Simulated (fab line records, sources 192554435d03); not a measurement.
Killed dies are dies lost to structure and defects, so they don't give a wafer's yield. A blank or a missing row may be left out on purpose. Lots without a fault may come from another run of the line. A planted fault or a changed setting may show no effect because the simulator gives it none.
fab line records | flow n5_finfet
record lots=7 wafers=21 last_day=17
route steps=1938 shown PASSIVATION@1900
lots that met no fault: from a run of the same line without faults
start_h: hours from the record's first day to the start of the lot's first wafer shown | wait_h: hours since the lot's step before | " the same as in the row above | L1.1+2: a row that stands for several wafers | - no value, or no start given | * or withheld: withheld | < > ~ a bound
route shown NAME@n: a module of which the file shows steps, and the number in the route of the first | usual: mean/standard deviation of fault-free wafers | same: alike in all rows | chamber/n: place in a boat | sites: the reading at each site | _std_site: their standard deviation | _edge_site: outer sites' mean less inner sites' | radius_mm: how far each site lies from the wafer's centre | mask NAME#n: copy n | behind: the tool/chamber that last shaped the wafer | hold: why the lot was held/for how many hours/how that ended | device: the transistor (n, p or np) that didn't switch | end of line: the same wafers' tests at the end of the route | a step without rows: its recipe alone | killed: dies lost to structure and defects at the first sort, not the wafer's yield | map: a wafer's dies, x killed, . not, _ none there
set.NAME: the setting as run; set.NAME@STEP: as run at that earlier step | model.NAME: the simulator's own value behind a step, which no gauge read
lots at some steps of the route; a table a step, a row a wafer
services: from which hour (start_h, from the record's first day; less than 0 if before it) a tool's chamber was out of use, for how many hours, and why
## steps
# step N5_PASSIVATION_SOFTBAKE_25
# recipe temp_c=100 time_s=90
# step N5_PASSIVATION_EXPOSE_27
# recipe mask_id=PAD na=0.55 source_shape=conventional sigma_outer=0.8 polarization=unpolarized defocus_nm=0 dose_mj=32.3
# step N5_PASSIVATION_PEB_28
# recipe peb_temp_c=withheld peb_time_s=*
# step N5_PASSIVATION_DEVELOP_29
# recipe develop_time_s=60 rinse_liquid=diw dry=air_spin dev_temp_c=21
# step N5_PASSIVATION_HARDBAKE_31
# recipe temp_c=130 time_s=120
# step N5_PASSIVATION_CD_MEAS_30
# recipe target_cd_nm=4000 landing_energy_ev=500 detector=se_inlens polarity=opening
# usual cd_nm=3999.4/1.7
# columns lot.wafer tool chamber start_h wait_h cd_nm
L997.1 cd_sem-02 0 286.53 - 3997.8
L997.2 " 0 " " 3995.5
L997.6 " 0 " " 3998.6
L106.1 cd_sem-01 0 346.70 - 4000.6
L106.2 " 0 " " 3999.5
L106.4 " 0 " " 4003.5
L111.1 cd_sem-01 0 364.93 - 4002.0
L111.2 " 0 " " 3999.9
L111.5 " 0 " " 4001.7
L113.1 cd_sem-03 0 365.22 - 3998.8
L113.5 " 0 " " 3998.4
L113.6 " 0 " " 3997.4
L109.3 cd_sem-03 0 370.70 - 4000.0
L109.5 " 0 " " 4000.0
L109.6 " 0 " " 3996.4
L115.2 cd_sem-03 0 398.96 - 4001.5
L115.4 " 0 " " 4000.1
L115.6 " 0 " " 4000.7
L118.2 cd_sem-01 0 413.42 - 4001.2
L118.4 " 0 " " 4001.0
L118.6 " 0 " " 4000.3
# step N5_PASSIVATION_OVL_MEAS_63
# recipe points_per_wafer=44
# usual PAD_OVL=-1/6.5
# columns lot.wafer tool chamber start_h wait_h PAD_OVL[nm]
L997.1 overlay-02 0 286.56 0.0 -12
L997.2 " 0 " " 0
L997.6 " 0 " " 2
L106.1 overlay-01 0 346.73 0.0 -14
L106.2 " 0 " " -7
L106.4 " 0 " " -2
L111.1 overlay-02 0 364.96 0.0 10
L111.2 " 0 " " 11
L111.5 " 0 " " 6
L113.1 overlay-02 0 365.25 0.0 -1
L113.5 " 0 " " -3
L113.6 " 0 " " -12
L109.3 overlay-01 0 370.73 0.0 -8
L109.5 " 0 " " -8
L109.6 " 0 " " -4
L115.2 overlay-01 0 398.99 0.0 0
L115.4 " 0 " " 2
L115.6 " 0 " " -6
L118.2 overlay-02 0 413.45 0.0 -1
L118.4 " 0 " " -7
L118.6 " 0 " " -4
# step N5_PASSIVATION_INSPECT_64
# recipe mode=adi inspect_instrument=macro
# usual raw_defect_count=2.2/1.4
# columns lot.wafer tool chamber start_h wait_h raw_defect_count
L997.1 defect_inspect-01 - 286.59 0.0 4
L997.2 " - " " 2
L997.6 " - " " 3
L106.1 defect_inspect-01 - 346.75 0.0 3
L106.2 " - " " 2
L106.4 " - " " 0
L111.1 defect_inspect-01 - 364.99 0.0 0
L111.2 " - " " 2
L111.5 " - " " 1
L113.1 defect_inspect-01 - 365.27 0.0 3
L113.5 " - " " 1
L113.6 " - " " 0
L109.3 defect_inspect-01 - 370.75 0.0 3
L109.5 " - " " 1
L109.6 " - " " 0
L115.2 defect_inspect-01 - 399.02 0.0 4
L115.4 " - " " 1
L115.6 " - " " 1
L118.2 defect_inspect-01 - 413.47 0.0 2
L118.4 " - " " 4
L118.6 " - " " 1
# step N5_PASSIVATION_DESCUM_32
# recipe chemistry=O2 time_s=7.9 source_power_w=50 bias_power_w=20 pressure_mtorr=20 rf_frequency_hz=2.712e+07 temp_c=40 o2_flow_sccm=225
# usual drypump_motor_current_A=5.8/0.37 oes_product_au=0.82/0.078 rf_vpp_V=243.2/1.4 showerhead_plenum_p_Torr=2.10/0.081 throttle_valve_pct=20.28/0.14
# columns lot.wafer tool chamber start_h wait_h drypump_motor_current_A oes_product_au rf_hours_counter_h rf_vpp_V showerhead_plenum_p_Torr throttle_valve_pct
L997.1 rie_diel-03 1 286.68 0.1 6.3 0.83 50 242.5 2.14 20.51
L997.2 " 0 " " 5.8 0.88 38 241.5 2.03 20.16
L997.6 " 2 " " 4.8 0.87 - 242.5 2.04 20.24
L106.1 rie_diel-02 2 347.16 0.4 5.9 0.69 231 239.9 1.97 20.48
L106.2 " 1 " " 5.6 0.86 39 244.0 2.22 20.21
L106.4 " 0 " " 5.9 0.81 117 242.6 2.09 20.34
L111.1 rie_diel-03 1 365.02 0.0 6.2 0.80 76 243.3 2.13 20.58
L111.2 " 2 " " 4.8 0.85 52 242.8 2.03 20.29
L111.5 " 1 " " 6.2 0.80 - 243.1 2.13 20.55
L113.1 rie_diel-04 2 365.31 0.0 6.3 0.90 43 243.0 2.06 20.31
L113.5 " 3 " " 5.5 0.75 - 242.0 2.00 20.20
L113.6 " 2 " " 6.3 0.90 - 242.4 2.06 20.34
L109.3 rie_diel-02 2 370.79 0.0 5.9 0.68 240 241.7 1.97 20.50
L109.5 " 3 " " 6.3 0.95 - 243.7 2.13 19.94
L109.6 " 0 " " 5.9 0.81 - 241.7 2.09 20.36
L115.2 rie_diel-04 2 399.05 0.0 6.3 0.88 55 241.8 2.05 20.36
L115.4 " 2 " " 6.2 0.88 - 243.1 2.05 20.34
L115.6 " 0 " " 5.6 0.79 - 243.8 2.20 20.23
L118.2 rie_diel-04 0 413.51 0.0 5.5 0.79 116 245.7 2.19 20.23
L118.4 " 3 " " 5.5 0.74 145 241.1 1.99 20.25
L118.6 " 2 " " 6.3 0.87 - 242.0 2.05 20.35
# step N5_PASSIVATION_AL_ETCH_33
# recipe chemistry=Cl2/BCl3 target_depth_a=28000 over_etch_frac=0.15 Cl2_flow_sccm=180 bcl3_flow_sccm=60 target=Al stop_on=TaN time_s=466.7 ion_energy_ev=100 pressure_mtorr=10 icp_w=900 bias_w=100
# usual drypump_motor_current_A=5.9/0.41 mfc_cl2_sccm=179.9/0.54 oes_product_au=0.69/0.07 throttle_valve_pct=34.5/0.33
# columns lot.wafer tool chamber start_h wait_h drypump_motor_current_A mfc_cl2_sccm oes_product_au rf_hours_counter_h throttle_valve_pct
L997.1 rie_metal-01 0 286.76 0.1 5.4 179.6 0.65 61 34.8
L997.2 " 1 " " 6.2 180.7 0.70 41 34.6
L997.6 " 1 " " 6.2 180.2 0.70 - 34.6
L106.1 rie_metal-02 1 347.25 0.1 5.7 180.3 0.76 19 34.3
L106.2 " 0 " " 5.2 181.0 0.67 50 34.1
L106.4 " 0 " " 5.3 181.1 0.66 - 34.1
L111.1 rie_metal-01 0 365.11 0.1 5.5 179.8 0.64 69 34.8
L111.2 " 1 " " 6.2 179.1 0.68 49 34.7
L111.5 " 0 " " 5.5 179.7 0.64 - 34.8
L113.1 rie_metal-02 0 365.39 0.1 5.2 180.4 0.66 51 34.1
L113.5 " 0 " " 5.2 179.4 0.66 - 34.1
L113.6 " 1 " " 5.7 180.0 0.75 - 34.3
L109.3 rie_metal-01 1 371.01 0.2 6.2 180.1 0.69 - 34.6
L109.5 " 1 " " 6.2 179.4 0.69 - 34.6
L109.6 " 0 " " 5.5 179.9 0.64 - 34.8
L115.2 rie_metal-03 0 399.14 0.1 6.4 179.8 0.83 5 33.7
L115.4 " 0 " " 6.4 178.8 0.83 - 33.7
L115.6 " 0 " " 6.4 180.2 0.83 - 33.7
L118.2 rie_metal-02 0 413.59 0.1 5.2 179.3 0.65 55 34.2
L118.4 " 1 " " 5.8 180.7 0.73 - 34.3
L118.6 " 1 " " 5.8 179.3 0.74 - 34.3
# step N5_PASSIVATION_ETCH_59
# recipe chemistry=Cl2/BCl3 target=TaN target_depth_a=650 time_s=34.9 ion_energy_ev=100 pressure_mtorr=10 icp_w=900 bias_w=100 Cl2_flow_sccm=60 bcl3_flow_sccm=30
# usual drypump_motor_current_A=5.9/0.4 mfc_cl2_sccm=59.99/0.18 oes_product_au=0.77/0.081 throttle_valve_pct=21.26/0.24
# columns lot.wafer tool chamber start_h wait_h drypump_motor_current_A mfc_cl2_sccm oes_product_au rf_hours_counter_h throttle_valve_pct
L997.1 rie_metal-01 0 287.16 0.3 5.4 59.92 0.72 62 21.43
L997.2 " 1 " " 6.1 59.97 0.78 41 21.45
L997.6 " 1 " " 6.1 59.83 0.78 - 21.44
L106.1 rie_metal-02 1 347.65 0.3 5.7 59.95 0.84 19 21.20
L106.2 " 0 " " 5.2 59.78 0.74 50 21.08
L106.4 " 0 " " 5.2 59.91 0.75 - 21.11
L111.1 rie_metal-01 0 365.51 0.3 5.4 60.02 0.70 69 21.46
L111.2 " 1 " " 6.2 60.20 0.75 49 21.46
L111.5 " 0 " " 5.5 60.15 0.70 - 21.45
L113.1 rie_metal-02 0 365.80 0.3 5.3 60.22 0.75 51 21.08
L113.5 " 0 " " 5.2 60.25 0.75 - 21.07
L113.6 " 1 " " 5.8 59.97 0.84 - 21.20
L109.3 rie_metal-01 1 371.31 0.2 6.2 60.11 0.75 - 21.47
L109.5 " 1 " " 6.2 60.09 0.75 - 21.47
L109.6 " 0 " " 5.5 59.80 0.70 - 21.45
L115.2 rie_metal-03 0 399.55 0.3 6.4 60.32 0.95 5 20.66
L115.4 " 0 " " 6.4 60.41 0.94 - 20.68
L115.6 " 0 " " 6.4 60.12 0.94 - 20.67
L118.2 rie_metal-02 0 413.99 0.3 5.2 60.13 0.73 55 21.11
L118.4 " 1 " " 5.7 60.07 0.83 - 21.21
L118.6 " 1 " " 5.7 60.12 0.83 - 21.21
# step N5_PASSIVATION_STRIP_34
# recipe chemistry=O2 power_w=600 temp_c=60 pressure_mtorr=30 rf_frequency_hz=6e+07 bias_power_w=0 overash_fraction=2 o2_flow_sccm=225
# usual chamber_pressure_mTorr=30.00/0.095 drypump_motor_current_A=5.8/0.43 oes_product_au=0.82/0.068 rf_vpp_V=3.5/1.4 showerhead_plenum_p_Torr=2.10/0.075 throttle_valve_pct=16.55/0.14
# same bias_power_w=0 overash_fraction=2
# columns lot.wafer tool chamber start_h wait_h chamber_pressure_mTorr drypump_motor_current_A oes_product_au rf_hours_counter_h rf_vpp_V showerhead_plenum_p_Torr throttle_valve_pct
L997.1 rie_diel-02 3 287.29 0.1 29.86 6.3 0.68 242 2.3 2.14 16.50
L997.2 " 0 " " 30.03 5.9 0.84 93 1.1 2.11 16.59
L997.6 " 0 " " 30.09 5.9 0.83 - 3.3 2.11 16.58
L106.1 rie_diel-04 2 347.81 0.1 30.04 6.2 0.91 38 5.5 2.06 16.56
L106.2 " 3 " " 30.08 5.6 0.77 123 3.2 2.00 16.51
L106.4 " 1 " " 29.82 5.8 0.71 237 3.7 2.17 16.77
L111.1 rie_diel-02 0 365.63 0.1 29.88 5.9 0.82 121 2.7 2.10 16.61
L111.2 " 2 " " 29.90 5.9 0.68 238 3.0 1.98 16.80
L111.5 " 0 " " 30.04 6.0 0.81 - 2.7 2.10 16.58
L113.1 rie_diel-02 2 365.91 0.1 30.12 5.9 0.69 238 2.8 1.98 16.82
L113.5 " 2 " " 30.06 5.9 0.70 - 3.1 1.98 16.85
L113.6 " 1 " " 30.17 5.6 0.87 - 1.3 2.22 16.46
L109.3 rie_diel-03 1 371.40 0.1 29.98 6.3 0.80 79 2.2 2.13 16.71
L109.5 " 3 " " 30.12 6.1 0.79 - 3.0 2.10 16.62
L109.6 " 0 " " 29.98 5.7 0.84 - 2.6 2.02 16.47
L115.2 rie_diel-03 0 399.66 0.1 29.81 5.7 0.84 78 6.4 2.02 16.44
L115.4 " 2 " " 30.00 4.8 0.81 61 5.2 2.03 16.54
L115.6 " 2 " " 30.00 4.8 0.82 - 5.1 2.03 16.54
L118.2 rie_diel-04 2 414.11 0.1 30.18 6.2 0.87 61 3.9 2.05 16.54
L118.4 " 1 " " 30.12 5.7 0.97 3 4.9 2.16 16.40
L118.6 " 1 " " 29.96 5.7 0.94 - 4.8 2.16 16.35
# step N5_PASSIVATION_STRIP_51
# recipe chemistry=post_etch_residue_remover time_s=1200 temp_c=72.5
# usual bath_guard_temp_C=72.4/0.48 bath_heat_duty_pct=14.8/1.6
# columns lot.wafer tool chamber start_h wait_h bath_guard_temp_C bath_heat_duty_pct
L997.1 wet_bench-03 4 287.41 - 72.9 13.5
L997.2 " 3 " " 72.1 12.3
L997.6 " 7 " " 72.7 14.6
L106.1 wet_bench-06 3 347.88 - 72.6 16.4
L106.2 " 5 " " 72.6 16.4
L106.4 " 1 " " 72.4 14.8
L111.1 wet_bench-05 4 365.69 - - -
L111.2 " 5 " " - -
L111.5 " 6 " " - -
L113.1 wet_bench-03 7 365.98 - - -
L113.5 " 6 " " - -
L113.6 " 2 " " - -
L109.3 wet_bench-05 1 371.47 - - -
L109.5 " 6 " " - -
L109.6 " 0 " " - -
L115.2 wet_bench-06 1 399.74 - 72.7 14.1
L115.4 " 6 " " 73.3 14.0
L115.6 " 0 " " 72.9 12.1
L118.2 wet_bench-05 5 414.18 - 72.1 15.6
L118.4 " 7 " " 72.1 15.9
L118.6 " 6 " " 72.4 10.7
# step N5_PASSIVATION_CLEAN_69
# recipe chemistry=IPA time_s=180 temp_c=25
## services
# columns tool chamber start_h hours kind
rie_diel-02 3 311.75 - clean
rie_diel-02 3 311.75 - consumable_replace:focus_ring
rie_diel-02 3 311.75 20.7 scheduled_down
rie_diel-02 3 311.75 20.7 vent_cycle
rie_metal-03 0 328.34 - clean
rie_metal-03 0 328.34 15.6 scheduled_down
rie_metal-03 0 328.34 15.6 vent_cycle
wet_bench-06 - 329.78 4.4 pm
rie_diel-02 0 349.30 4.2 repair
rie_diel-03 2 370.53 9.9 repair
rie_diel-04 1 391.53 - clean
rie_diel-04 1 391.53 - consumable_replace:focus_ring
rie_diel-04 1 391.53 17.4 scheduled_down
rie_diel-04 1 391.53 17.4 vent_cycle
rie_diel-02 2 399.28 - clean
rie_diel-02 2 399.28 - consumable_replace:focus_ring
rie_diel-02 - 406.59 0.4 repair
## key
first_sign step=N5_PASSIVATION_STRIP_51 reading=tool_record direction=missing
effect none on later readings
met_at N5_PASSIVATION_STRIP_51
struck_wafers L109.3,L109.5,L109.6,L111.1,L111.2,L111.5,L113.1,L113.5,L113.6
onset_between 287.41 365.69
fault kind=skipped_step_whole tool=wet_bench-03,wet_bench-05 chamber=- onset_h=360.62 steps=N5_PASSIVATION_STRIP_51 scope=struck_lots_only
